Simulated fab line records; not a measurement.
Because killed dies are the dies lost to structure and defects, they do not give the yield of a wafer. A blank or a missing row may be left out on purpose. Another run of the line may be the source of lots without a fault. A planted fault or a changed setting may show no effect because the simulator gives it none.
The tool behind it: which one?	flow nand harc	72 wafers from 24 lots sampled at 6 of the route's 1302 steps

## WHAT THE GAUGES READ, wafer by wafer
NHARC_A_ONON_D1_THK_MEAS_34: measures by ellipsometry. Usual: thk nm reads 200.3 nm (standard deviation 2.7).
lot	measured	on	thk nm (nm)	flag
L074	day 8 07:58	film metro-02	199.9 203.1 197.7	
L075	day 8 14:44	film metro-01	195.1 198.0 200.0	
L076	day 9 04:20	film metro-01	204.0 199.9 201.6	
L077	day 9 12:39	film metro-02	204.1 202.4 206.8	
L078	day 9 18:16	film metro-02	198.2 198.2 199.5	
L079	day 10 06:22	film metro-01	199.2 200.4 200.0	
L080	day 10 23:46	film metro-02	201.9 201.7 203.5	
L081	day 11 07:48	film metro-01	197.7 194.7 197.2	
L082	day 11 11:56	film metro-01	198.5 201.0 199.6	
L083	day 12 05:42	film metro-02	195.0 199.0 200.7	
L084	day 12 12:14	film metro-01	202.1 199.3 204.5	
L085	day 12 20:03	film metro-02	200.2 195.3 202.3	
L086	day 13 04:28	film metro-02	199.7 202.5 200.0	
L087	day 13 12:40	film metro-02	196.3 199.1 197.9	
L089	day 14 15:47	film metro-01	198.6 201.6 202.8	
L088	day 14 15:50	film metro-02	198.9 197.7 200.8	
L091	day 15 00:52	film metro-02	196.3 194.4 199.7	
L090	day 15 00:53	film metro-01	197.4 203.1 203.7	
L092	day 15 17:38	film metro-02	202.7 201.3 203.7	
L094	day 16 12:55	film metro-01	197.0 199.4 202.7	
L093	day 16 13:04	film metro-01	199.0 205.2 203.9	
L095	day 17 06:40	film metro-02	200.6 203.3 203.3	
L096	day 17 06:41	film metro-01	200.3 200.6 202.7	
L097	day 17 14:38	film metro-01	201.9 202.3 203.6	

NHARC_A_CHANNEL_FILL_D1_THK_MEAS_06: measures by ellipsometry. Usual: thk nm reads 5.1 nm (standard deviation 0.93).
lot	measured	on	thk nm (nm)	flag
L074	day 10 07:49	film metro-01	6.1 5.9 4.6	
L075	day 10 16:43	film metro-01	4.7 5.9 5.4	
L076	day 11 07:00	film metro-01	5.4 5.2 5.1	
L077	day 11 14:23	film metro-02	5.6 5.4 3.9	
L078	day 11 14:23	film metro-01	3.9 3.0 6.2	
L079	day 12 04:42	film metro-02	6.2 5.4 4.6	
L080	day 13 00:50	film metro-02	3.7 2.9 5.1	
L081	day 13 09:05	film metro-01	6.0 3.5 3.6	
L082	day 13 09:05	film metro-02	5.5 5.9 4.6	
L083	day 14 06:47	film metro-01	4.7 4.8 4.0	
L084	day 14 15:12	film metro-02	5.2 3.6 3.8	
L085	day 14 19:20	film metro-01	4.3 5.2 4.8	
L086	day 15 05:56	film metro-01	5.3 4.8 5.1	
L087	day 15 11:15	film metro-02	3.9 7.1 4.7	
L089	day 16 16:16	film metro-01	5.7 3.4 6.0	
L088	day 16 16:16	film metro-01	5.9 4.7 4.0	
L091	day 17 00:00	film metro-01	5.0 4.6 4.1	
L090	day 17 00:00	film metro-01	5.5 4.1 5.6	
L092	day 18 07:31	film metro-02	6.1 5.5 4.2	
L094	day 18 11:46	film metro-01	4.6 4.5 5.6	
L093	day 18 11:46	film metro-02	4.8 3.4 4.8	
L095	day 19 07:22	film metro-01	4.1 3.7 3.9	
L096	day 19 07:22	film metro-02	5.1 7.0 4.5	
L097	day 19 17:21	film metro-02	6.5 5.4 6.3	

NHARC_A_ONON_D2_THK_MEAS_02: measures by ellipsometry. Usual: thk nm reads 998 nm (standard deviation 11).
lot	measured	on	thk nm (nm)	flag
L074	day 12 07:38	film metro-02	1004 1004 1006	
L075	day 12 17:19	film metro-02	991 991 992	
L076	day 13 07:12	film metro-01	982 982 983	
L077	day 14 00:54	film metro-02	994 991 993	
L078	day 14 00:56	film metro-01	987 986 987	
L079	day 14 10:44	film metro-02	1002 1003 1003	
L080	day 14 23:10	film metro-02	977 976 975	
L081	day 15 05:00	film metro-02	990 991 991	
L082	day 15 05:01	film metro-01	985 985 986	
L083	day 16 07:17	film metro-01	1015 1015 1016	
L084	day 16 15:46	film metro-01	1018 1018 1018	
L085	day 16 19:29	film metro-01	992 994 993	
L086	day 17 02:31	film metro-01	994 997 996	
L087	day 17 08:19	film metro-01	1001 1003 1002	
L089	day 18 21:49	film metro-02	988 988 990	
L088	day 18 21:39	film metro-01	995 993 995	
L091	day 19 09:34	film metro-01	992 992 993	
L090	day 19 09:10	film metro-01	1003 1004 1004	
L092	day 20 10:02	film metro-01	1003 1002 1004	
L094	day 20 10:18	film metro-01	1006 1008 1006	
L093	day 20 10:09	film metro-02	1016 1017 1015	
L095	day 21 05:14	film metro-01	1017 1017 1017	
L096	day 21 05:13	film metro-02	1006 1009 1005	
L097	day 21 15:23	film metro-02	1003 1002 1003	

## EACH LOT AND THE TOOL THAT RAN IT (in order: tool; ch and the chambers of the sampled wafers; start)
lot	NHARC_A_CHANNEL_HOLE_D1_ETCH_34	NHARC_A_CHANNEL_HOLE_D1_ETCH_22	NHARC_A_CHANNEL_HOLE_D1_XSEM_31
L074	rie diel-05 ch 0,3, day 8 13:50 or earlier	har etch-02 ch 0,1, day 8 13:50	xsem-02 ch 0, day 8 18:34
L075	rie diel-08 ch 0,2,3, day 8 19:59 or earlier	har etch-02 ch 0,1, day 8 19:59	xsem-01 ch 0, day 9 00:44
L076	rie diel-08 ch 0,2,3, day 9 11:55 or earlier	har etch-02 ch 0,1, day 9 11:55	xsem-01 ch 0, day 9 16:31
L077	rie diel-08 ch 0,3, day 9 19:27 or earlier	har etch-01 ch 0,1, day 9 19:27	xsem-01 ch 0, day 10 00:13
L078	rie diel-08 ch 0,2, day 9 23:16 or earlier	har etch-02 ch 0,1, day 9 23:16	xsem-02 ch 0, day 10 03:55
L079	rie diel-05 ch 0,2,3, day 10 11:37 or earlier	har etch-01 ch 0,1, day 10 11:37	xsem-01 ch 0, day 10 16:10
L080	rie diel-08 ch 2,3, day 11 05:05 or earlier	har etch-01 ch 0,1, day 11 05:05	xsem-02 ch 0, day 11 09:34
L081	rie diel-08 ch 0,1,2, day 11 14:20 or earlier	har etch-01 ch 0,1, day 11 14:20	xsem-01 ch 0, day 11 19:05
L082	rie diel-08 ch 1,2, day 11 17:56 or earlier	har etch-02 ch 0,1, day 11 17:56	xsem-02 ch 0, day 11 22:28
L083	rie diel-08 ch 2,3, day 12 13:37 or earlier	har etch-02 ch 0,1, day 12 13:37	xsem-02 ch 0, day 12 18:21
L084	rie diel-08 ch 0,1,3, day 12 18:17 or earlier	har etch-01 ch 0,1, day 12 18:17	xsem-01 ch 0, day 12 23:04
L085	rie diel-04 ch 0,1,2, day 13 02:18 or earlier	har etch-02 ch 0,1, day 13 02:18	xsem-02 ch 0, day 13 06:56
L086	rie diel-08 ch 1,3, day 13 10:36 or earlier	har etch-02 ch 0,1, day 13 10:36	xsem-01 ch 0, day 13 15:15
L087	rie diel-05 ch 0,1,2, day 13 17:49 or earlier	har etch-02 ch 0,1, day 13 17:49	xsem-01 ch 0, day 13 22:28
L089	rie diel-08 ch 0,1, day 14 20:37	har etch-02 ch 0,1, day 14 23:01	xsem-01 ch 0, day 15 03:49
L088	rie diel-08 ch 0,1, day 14 23:29 or earlier	har etch-01 ch 0,1, day 14 23:29	xsem-02 ch 0, day 15 04:31
L091	rie diel-08 ch 1,2, day 15 06:11 or earlier	har etch-02 ch 0,1, day 15 06:11	xsem-01 ch 0, day 15 11:07
L090	rie diel-05 ch 0,2, day 15 06:26 or earlier	har etch-01 ch 0,1, day 15 06:26	xsem-02 ch 0, day 15 12:11
L092	rie diel-08 ch 1,3, day 16 08:42 or earlier	har etch-02 ch 0,1, day 16 08:42	xsem-01 ch 0, day 16 13:27
L094	rie diel-05 ch 0,1,2, day 16 18:22 or earlier	har etch-01 ch 0,1, day 16 18:22	xsem-02 ch 0, day 16 23:28
L093	rie diel-04 ch 2,3, day 16 19:05 or earlier	har etch-02 ch 0,1, day 16 19:05	xsem-02 ch 0, day 16 23:40
L095	rie diel-08 ch 2,3, day 17 14:02 or earlier	har etch-01 ch 0,1, day 17 14:02	xsem-01 ch 0, day 17 18:41
L096	rie diel-05 ch 1,2, day 17 16:10 or earlier	har etch-02 ch 0,1, day 17 16:10	xsem-02 ch 0, day 17 20:48
L097	rie diel-08 ch 0,2, day 18 00:07 or earlier	har etch-02 ch 0,1, day 18 00:07	xsem-02 ch 0, day 18 04:46
- NHARC_A_CHANNEL_HOLE_D1_ETCH_34: etches the open film in CF4/CHF3, target depth 154 nm, time 77 s.
- NHARC_A_CHANNEL_HOLE_D1_ETCH_22: etches the open film in C4F8/O2/Ar, time 666.7 s, target depth 1600 nm.
- NHARC_A_CHANNEL_HOLE_D1_XSEM_31

## AS READ BY THE TOOLS THEMSELVES (means over the sampled wafers that have a number; for cases with no such wafer, the mark the record gives instead)
NHARC_A_CHANNEL_HOLE_D1_ETCH_34. Usual: cf4 flow sccm 100.03 sccm, standard deviation 0.3; drypump motor current A 5.9 A, standard deviation 0.41; mfc ar sccm 0.006 sccm, standard deviation 0.0092; oes product au 0.939 a.u., standard deviation 0.024; rf vpp V 369.9 V, standard deviation 2.4; showerhead plenum p Torr 1.55 Torr, standard deviation 0.068; throttle valve pct 16.803 %, standard deviation 0.0089.
lot	tool	cf4 flow sccm (sccm)	drypump motor current A (A)	mfc ar sccm (sccm)	oes product au (a.u.)	rf vpp V (V)	showerhead plenum p Torr (Torr)	throttle valve pct (%)	flag
L074	rie diel-05	99.93	6.1	0.003	0.968	368.2	1.50	16.807	
L075	rie diel-08	99.99	5.8	0.007	0.942	370.9	1.57	16.804	
L076	rie diel-08	99.97	5.8	0.007	0.952	371.0	1.57	16.800	
L077	rie diel-08	100.36	6.0	0.014	0.961	372.7	1.61	16.803	
L078	rie diel-08	99.85	5.6	0.000	0.960	369.9	1.53	16.790	
L079	rie diel-05	100.11	6.2	0.003	0.924	368.9	1.53	16.799	
L080	rie diel-08	99.68	5.9	0.007	0.951	371.1	1.60	16.812	
L081	rie diel-08	100.17	5.8	0.000	0.965	369.1	1.52	16.803	
L082	rie diel-08	99.90	5.8	0.000	0.916	371.1	1.55	16.801	
L083	rie diel-08	100.02	6.1	0.014	0.916	373.4	1.64	16.806	
L084	rie diel-08	100.40	6.0	0.007	0.916	370.3	1.56	16.803	
L085	rie diel-04	99.81	5.9	0.011	0.926	371.0	1.58	16.792	
L086	rie diel-08	99.78	6.3	0.007	0.915	370.7	1.57	16.810	
L087	rie diel-05	100.11	6.1	0.007	0.926	369.2	1.54	16.802	
L089	rie diel-08	100.15	5.7	0.000	0.913	368.6	1.49	16.796	
L088	rie diel-08	100.04	5.7	0.000	0.921	367.7	1.49	16.803	
L091	rie diel-08	99.62	6.0	0.000	0.907	370.1	1.53	16.809	
L090	rie diel-05	100.19	6.4	0.003	0.918	370.5	1.56	16.794	
L092	rie diel-08	100.25	6.3	0.014	0.911	371.6	1.63	16.810	
L094	rie diel-05	99.84	6.1	0.007	0.970	369.8	1.53	16.796	
L093	rie diel-04	100.07	5.6	0.011	0.959	368.1	1.49	16.800	
L095	rie diel-08	100.27	6.1	0.014	0.976	373.4	1.64	16.801	
L096	rie diel-05	100.25	5.6	0.012	0.921	369.2	1.54	16.807	
L097	rie diel-08	100.01	5.5	0.000	0.963	368.8	1.53	16.808	

NHARC_A_CHANNEL_HOLE_D1_ETCH_22. Usual: drypump motor current A 5.3 A, standard deviation 0.48; mfc ar sccm 375.1 sccm, standard deviation 1.1; o2 flow sccm 35.72 sccm, standard deviation 0.12; showerhead plenum p Torr 3.70 Torr, standard deviation 0.067; throttle valve pct 32.155 %, standard deviation 0.0093.
lot	tool	drypump motor current A (A)	mfc ar sccm (sccm)	o2 flow sccm (sccm)	showerhead plenum p Torr (Torr)	throttle valve pct (%)	flag
L074	har etch-02	4.9	374.6	35.74	3.70	32.161	
L075	har etch-02	4.9	375.4	35.67	3.70	32.142	
L076	har etch-02	4.9	375.7	35.66	3.69	32.152	
L077	har etch-01	6.0	374.6	35.74	3.71	32.154	
L078	har etch-02	4.9	374.1	35.68	3.69	32.149	
L079	har etch-01	5.8	375.4	35.57	3.71	32.150	
L080	har etch-01	5.8	374.3	35.63	3.71	32.158	
L081	har etch-01	6.0	375.8	35.66	3.69	32.143	
L082	har etch-02	5.0	376.2	35.65	3.71	32.164	
L083	har etch-02	5.0	375.4	35.84	3.70	32.156	
L084	har etch-01	6.0	374.0	35.77	3.68	32.154	
L085	har etch-02	4.9	376.2	35.77	3.67	32.157	
L086	har etch-02	4.9	374.4	35.93	3.66	32.155	
L087	har etch-02	4.9	375.3	35.74	3.66	32.155	
L089	har etch-02	5.0	375.4	35.90	3.69	32.161	
L088	har etch-01	5.9	376.2	35.65	3.68	32.160	
L091	har etch-02	4.9	374.3	35.72	3.65	32.160	
L090	har etch-01	5.9	373.9	35.74	3.67	32.151	
L092	har etch-02	4.9	376.5	35.74	3.64	32.144	
L094	har etch-01	6.0	375.5	35.74	3.65	32.161	
L093	har etch-02	4.9	375.7	35.68	3.64	32.164	
L095	har etch-01	6.0	375.6	35.71	3.64	32.160	
L096	har etch-02	5.1	375.3	35.62	3.78	32.149	
L097	har etch-02	5.0	375.1	35.73	3.78	32.150	

NHARC_A_CHANNEL_HOLE_D1_XSEM_31. Usual: bot cd nm 74.9 nm, standard deviation 1.2; bow nm 8.56 nm, standard deviation 0.25; tilt deg 0.07 degrees, standard deviation 0.032.
lot	tool	bot cd nm (nm)	bow nm (nm)	tilt deg (degrees)	flag
L074	xsem-02	74.6	8.72	0.08	
L075	xsem-01	76.1	8.08	0.04	
L076	xsem-01	76.0	8.68	0.11	
L077	xsem-01	75.4	8.52	0.06	
L078	xsem-02	75.7	8.20	0.08	
L079	xsem-01	74.1	8.77	0.01	
L080	xsem-02	75.8	8.75	0.05	
L081	xsem-01	75.4	8.79	0.09	
L082	xsem-02	74.6	8.18	0.02	
L083	xsem-02	76.8	8.25	0.08	
L084	xsem-01	73.5	8.29	0.11	
L085	xsem-02	74.1	8.65	0.06	
L086	xsem-01	75.2	8.50	0.08	
L087	xsem-01	73.2	8.57	0.07	
L089	xsem-01	74.1	8.60	0.11	
L088	xsem-02	75.8	8.96	0.09	
L091	xsem-01	74.8	8.59	0.05	
L090	xsem-02	74.2	8.40	0.16	
L092	xsem-01	74.7	8.34	0.08	
L094	xsem-02	74.7	8.74	0.08	
L093	xsem-02	74.1	8.71	0.03	
L095	xsem-01	76.5	9.01	0.05	
L096	xsem-02	75.7	8.67	0.04	
L097	xsem-02	76.7	8.35	0.06	

## THE ANSWER, worked out from the rows above alone
Rule: take the mean of a lot's wafers that have a number; if it is more than 3 standard deviations from the usual mean, the lot is off. A lot without any number at a reading at which 4 lots or more have one is off too. The other lots that the step has rows for count as sound. First the gauges in route order, then the tools' own readings, where a lot's mean is used as printed above. At the first step where some lot is off, the reading lying furthest off is the one used; lots without a number count as furthest.
None of the lots is off at any reading shown; this tells nothing.

## WHAT THE SIMULATOR PUT IN
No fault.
